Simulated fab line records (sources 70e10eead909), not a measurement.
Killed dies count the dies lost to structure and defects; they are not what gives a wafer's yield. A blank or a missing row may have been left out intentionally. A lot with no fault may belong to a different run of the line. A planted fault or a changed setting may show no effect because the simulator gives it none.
Which of the tools did it? / flow nandHarc / at 1 step of a route of 1159, 6 lots with 18 wafers sampled

== WHAT THE GAUGES READ, wafer by wafer ==
NHARC_A_CONTACT_OVL_MEAS_09.
lot=L158; measured=day 19 20:34; on=overlay-02; overlayXNm (nm)=0.4 0.3 0.2
lot=L160; measured=day 20 02:22; on=overlay-01; overlayXNm (nm)=1.3 1.6 1.1
lot=L162; measured=day 20 19:07; on=overlay-02; overlayXNm (nm)=0.3 0.3 0.3
lot=L163; measured=day 21 08:22; on=overlay-01; overlayXNm (nm)=0.2 0.3 0.1
lot=L165; measured=day 21 09:08; on=overlay-01; overlayXNm (nm)=0.7 1.1 0.3
lot=L170; measured=day 23 02:28; on=overlay-02; overlayXNm (nm)=0.0 -1.0 -0.1

== WHICH TOOL RAN EACH LOT (tool, then ch and the chambers of the sampled wafers, then the start) ==
Before these readings, the record contains no process step.

== THE ANSWER, worked out from the rows above alone ==
Rule: the lots themselves supply what counts as usual. The widest of any qualifying gaps counts: lots, ordered by their means at a reading, are off when they make up no more than a third of the lots, leave a main group of 4 or more, and stand apart from it by 3 or more times the standard deviation of that group's means. Not used: any main group whose means are identical at the precision the tables above print for the reading. A lot without any number at a reading at which 4 lots or more have one is off too. All remaining lots with rows at the step are treated as sound.
Nothing can be told from this: no lot is off at any reading shown.

== WHAT WAS PUT IN BY THE SIMULATOR ==
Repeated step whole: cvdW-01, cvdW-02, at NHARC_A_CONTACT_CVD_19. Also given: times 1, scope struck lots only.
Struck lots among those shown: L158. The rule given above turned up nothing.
